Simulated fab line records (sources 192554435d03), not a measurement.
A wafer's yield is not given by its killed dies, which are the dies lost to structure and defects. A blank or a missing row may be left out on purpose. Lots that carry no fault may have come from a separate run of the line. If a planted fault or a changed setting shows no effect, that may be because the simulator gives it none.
Matching of chambers | flow n5 finfet | 4 sister chambers for N5_MOL_CONTACT_COAG_ETCHBACK_136 on rie diel-05
The step etches SiO2 in CHF3, target depth 25 nm, time 16.7 s. 7 wafers are shown with their chamber, then 7 later ones without.

== EACH WAFER AND ITS CHAMBER ==
wafer  | chamber | showerhead plenum p Torr (Torr) | rf vpp V (V)
L075.4 | 3       | 2.37                            | 539
L078.5 | 0       | 2.50                            | 525
L080.1 | 0       | 2.49                            | 526
L080.2 | 2       | 2.47                            | 518
L080.4 | 3       | 2.36                            | 540
L089.3 | 1       | 2.33                            | 524
L089.5 | 1       | 2.33                            | 523

== WAFERS WHOSE CHAMBER IS MISSING ==
wafer  | showerhead plenum p Torr (Torr) | rf vpp V (V)
L089.6 | 2.49                            | 526
L090.3 | 2.46                            | 518
L090.4 | 2.33                            | 523
L090.6 | 2.46                            | 518
L096.3 | 2.33                            | 523
L096.5 | 2.48                            | 526
L096.6 | 2.35                            | 538

== EACH ONE'S CHAMBER ==
wafer  | from the rows above | in truth
L089.6 | 0                   | 0
L090.3 | 2                   | 2
L090.4 | 1                   | 1
L090.6 | 2                   | 2
L096.3 | 1                   | 1
L096.5 | 0                   | 0
L096.6 | 3                   | 3
Correct placement for 7 of the 7. Number that these rows cannot place: 0. Placed wrongly: 0.
How it was worked out, from the rows above alone: a wafer's distance from a chamber is the root of the sum, over the readings, of the square of ((its reading less the chamber's mean) divided by the reading's scatter). If the next closest chamber is less than 2 further off than the closest, the wafer can't be placed; otherwise it belongs to the closest. Each chamber's mean is taken over the wafers shown for it. The scatter: the root of (the sum of the squares of (reading less its chamber's mean) over the shown wafers, divided by (wafers less chambers)).
